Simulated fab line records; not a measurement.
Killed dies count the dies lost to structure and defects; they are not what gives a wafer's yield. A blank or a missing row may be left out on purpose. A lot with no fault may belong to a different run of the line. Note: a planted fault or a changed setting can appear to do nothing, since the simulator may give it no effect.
A lot that was struck, set against a sound lot :: flow n5Finfet :: 37 steps out of a route of 1938
Sound: these wafers, L873.2, L873.3, L873.6. Struck: wafers L863.2, L863.6. (L863.1 of the same lot was not struck and is left out.) The cause comes at the end.
Order at every step that has rows: each side's tool, ch and its chambers, its first start. Under that, the readings that differ: sound wafers :: struck wafers :: difference of the means :: sigmas: that difference in standard deviations of wafers without a fault.
alike: a reading whose means differ by less than 2 such deviations, as well as words and numbers matching on both sides. not compared: withheld readings; readings where some wafer has no value; bounds like >300 that might hide an equal value; numbers whose values overlap and for which the record gives no deviation.
The two part at a step that has a row with sigmas, a row that says differs or no value, or rows on one side only. Numbers that don't overlap but have no deviation are shown without sigmas and don't part them. A reading that every wafer of one side lacks parts them only if that side has two wafers or more.

first, 12 steps without rows for these wafers: N5_GATE_CUT_ETCH_28 (etches underlayer in N2/H2, target depth 13 nm, time 10.4 s); N5_GATE_CUT_ETCH_36 (etches SiARC in CF4, target depth 13 nm, time 21.7 s); N5_GATE_CUT_ETCH_37 (etches SOC in N2/H2, target depth 60 nm, overetch 12 nm, time 90 s); N5_GATE_CUT_STRIP_38 (strips in N2/H2); N5_GATE_CUT_STRIP_39 (strips in N2/H2); N5_GATE_CUT_HM_OPEN_40 (chemistry C4F6/O2, target SiO2, target depth 139 nm, time 85.1 s); N5_GATE_CUT_STRIP_41 (strips in CF4); N5_GATE_CUT_STRIP_42 (strips in O2); N5_GATE_CUT_ETCH_19 (etches SiNx in CH3F/O2, target depth 53.7 nm, time 76.7 s); N5_GATE_CUT_CUT_ETCH_53 (etches W in SF6/Cl2, target depth 79.2 nm); N5_GATE_CUT_CUT_ETCH_54 (etches TiN in Cl2/BCl3, target depth 96.7 nm); N5_GATE_CUT_CUT_ETCH_55 (etches HfO2 in BCl3, target depth 3.2 nm).
N5_GATE_CUT_ETCH_47: etches SiO2 in Cl2/BCl3, target depth 10 nm.
  sound on rieMetal-01 ch 0,1, day 10 01:49; struck on rieMetal-03 ch 1, day 7 22:51
  alike: drypumpMotorCurrentA, oesProductAu, rfFwdPowerW, throttleValvePct
  not compared: rfHoursCounterH
then, 23 steps without rows for these wafers: N5_GATE_CUT_VAPOR_ETCH_48 (etches TiN in BCl3/Cl2); N5_GATE_CUT_VAPOR_ETCH_49 (etches TiAlC in BCl3/Cl2); N5_GATE_CUT_VAPOR_ETCH_51 (etches HfO2 in BCl3/Cl2); N5_GATE_CUT_STRIP_21 (strips in N2/H2, time 30 s); N5_GATE_CUT_STRIP_29 (strips in post etch residue remover, time 60 s); N5_GATE_CUT_SRD_52 (time 30 s); N5_GATE_CUT_ALD_22 (deposits SiNx, target thk 16 nm, pulse time 1 s, ald cycles 320); N5_GATE_CUT_CMP_23 (polishes, stops on SiO2, t overpolish 23.4 s, target thk 16 nm); N5_GATE_CUT_CMP_43 (polishes SiO2); N5_GATE_CUT_CMP_61 (polishes, stops on SiNx, t overpolish 3 s); N5_MOL_CONTACT_COAG_COAT_103 (time 60 s, resist thk 80 nm); N5_MOL_CONTACT_COAG_COAT_104 (time 60 s, resist thk 12 nm); N5_MOL_CONTACT_COAG_COAT_58 (time 60 s, resist thk 10 nm); N5_MOL_CONTACT_COAG_COAT_02 (resist thk 30 nm); N5_MOL_CONTACT_COAG_EBR_04; N5_MOL_CONTACT_COAG_SOFTBAKE_03 (time 60 s); N5_MOL_CONTACT_COAG_EXPOSE_05 (exposes mask CA, defocus 0 nm); N5_MOL_CONTACT_COAG_PEB_06 (peb time 60 s); N5_MOL_CONTACT_COAG_DEVELOP_07 (develop time 30 s); N5_MOL_CONTACT_COAG_DESCUM_13 (chemistry O2, time 7 s); N5_MOL_CONTACT_COAG_ETCH_59 (etches underlayer in N2/H2, target depth 13 nm, time 10.4 s); N5_MOL_CONTACT_COAG_ETCH_105 (etches SiARC in CF4, target depth 15.6 nm, time 26 s); N5_MOL_CONTACT_COAG_ETCH_106 (etches SOC in N2/H2, target depth 80 nm, overetch 16 nm, time 120 s).
-- record jumps: 11 days separate the struck wafers' starts on either side; left off in module MOL_CONTACT_COAG, taken up again in module PASSIVATION, whose first shown step is the route's number 1936 --
N5_PASSIVATION_PROBE_49:
  sound on prober-01 at day 19 00:35; struck on prober-02 at day 19 10:09
reading: defectLimitedYield (%)
sound: 92.4 90.4 93.1
struck: 83.9 80.8
difference: -9.6
sigmas: -6

reading: killedAtFrontEnd
sound: 44 50 30
struck: 136 143
difference: +98
sigmas: +8

reading: killedDies
sound: 90 113 82
struck: 190 227
difference: +114
sigmas: +6

reading: killedOnRim
sound: 13 14 13
struck: 30 36
difference: +20
sigmas: +5

reading: sort_bin_5_function (%)
sound: 4.7 5.6 4.3
struck: 8.4 12.3
difference: +5.5
sigmas: +6

reading: sortNPass
sound: 1090 1067 1098
struck: 990 953
difference: -114
sigmas: -6

reading: sortYieldPct (%)
sound: 92.4 90.4 93.1
struck: 83.9 80.8
difference: -9.6
sigmas: -6
  alike: killed_at_M0_to_M3, killed_at_M4_up, killedAtContacts, killedAtOther, killedOpen, killedShort, sort_bin_6_memory

== WHERE THEY PART ==
Only at N5_PASSIVATION_PROBE_49, within this record.

WHY: what had been put in by the simulator
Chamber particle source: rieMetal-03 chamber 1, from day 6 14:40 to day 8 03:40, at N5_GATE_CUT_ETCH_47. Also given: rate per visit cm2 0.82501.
